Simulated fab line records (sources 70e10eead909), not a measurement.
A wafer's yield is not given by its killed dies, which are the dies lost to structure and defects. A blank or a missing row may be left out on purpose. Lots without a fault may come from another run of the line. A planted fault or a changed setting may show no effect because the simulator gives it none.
Problem report, 8D (eight disciplines) form, completed by code / flow nand_harc / the parts of the form that need people (team, actions taken, sign-off) are left out

## 1. WHAT WENT WRONG
At NHARC_A_ONON_D1_THK_MEAS_24, thk_nm averages 1536 nm over 6 wafers from 2 lots, while fault-free wafers read 1001 nm, standard deviation 8.9. That puts it +60 standard deviations away from the usual mean.
The step: measures by ellipsometry.
First seen on wafer L852.1, day 10 15:41, on film_metro-02. At this step, 42 wafers from 14 lots have a number in the record. The rule behind "out" and "out of limits": a value lying over 4 standard deviations away from the usual mean. All remaining wafers that have a number are taken as sound.

## 2. WHAT IT IS AND WHAT IT IS NOT
question=which readings at this step | is=thk_nm | is not=-
question=which lots | is=L852, L855 | is not=L842, L843, L844, L845, L846, L847, L848, L858, L859, L861, L864, L865
question=which wafers of those lots | is=all that have a number | is not=-
question=read on which gauges | is=film_metro-01, film_metro-02 | is not=-
question=when | is=from day 10 15:41 | is not=up to then (21 sound wafers); but 15 sound wafers of L858, L859, L861, L864, L865 came after

## 3. SUSPECTS, AND WHAT RULES EACH OUT
Counting: a tool stays on the suspect list if, at a process step up to the reading, it processed all lots that are out and no sound lot following the first of them.
- the gauge at NHARC_A_ONON_D1_THK_MEAS_24 is ruled out. Those wafers that are out were read across 2 gauges (film_metro-01, film_metro-02).
- pecvd_onon-02 at NHARC_A_ONON_D1_DEP_22 (target thk 1000 nm): kept. It ran every lot that is out, first L852 (day 10 15:11), and no sound lot after that; its last sound lot up to then is L848 (day 9 05:13).
Left after counting: pecvd_onon-02 at NHARC_A_ONON_D1_DEP_22.

## 4. THE CAUSE (what the simulator had put in)
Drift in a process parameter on pecvd_onon-02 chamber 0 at NHARC_A_ONON_D1_DEP_22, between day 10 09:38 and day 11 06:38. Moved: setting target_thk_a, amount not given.
Counting left only this tool.

## 5. THE CHAIN OF EFFECTS, in route order
Each row: a reading whose mean over the struck wafers that have a number lies more than 3 standard deviations from the usual. Only readings whose record carries a usual standard deviation are examined. hours: median over the lots of the time between each lot's start at the first step of this table that gives one and its start at this step. sigmas: the change, counted in usual standard deviations.
hours=0; step=NHARC_A_ONON_D1_THK_MEAS_24; reading=thk_nm; usual=1001 nm; on struck wafers=1536; change=+534; sigmas=+60
hours=282; step=NHARC_END_SORT_01; reading=killed_at_array; usual=29; on struck wafers=674; change=+645; sigmas=+59
hours=282; step=NHARC_END_SORT_01; reading=killed_dies; usual=33; on struck wafers=677; change=+644; sigmas=+59

## 6. HOW IT WOULD HAVE BEEN CAUGHT EARLIER
In this record the first reading out of limits at a measuring or inspecting step was taken at day 10 15:41, 6 hours after the fault began at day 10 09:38.
No tool reading at NHARC_A_ONON_D1_DEP_22 that has a usual standard deviation in the record was out on any struck wafer, so an alarm limit of 4 standard deviations on those readings would not have fired.
L855, from the lots that are out (2), started NHARC_A_ONON_D1_DEP_22 on pecvd_onon-02 later than day 10 15:41. A hold on the tool at that time would have spared it.
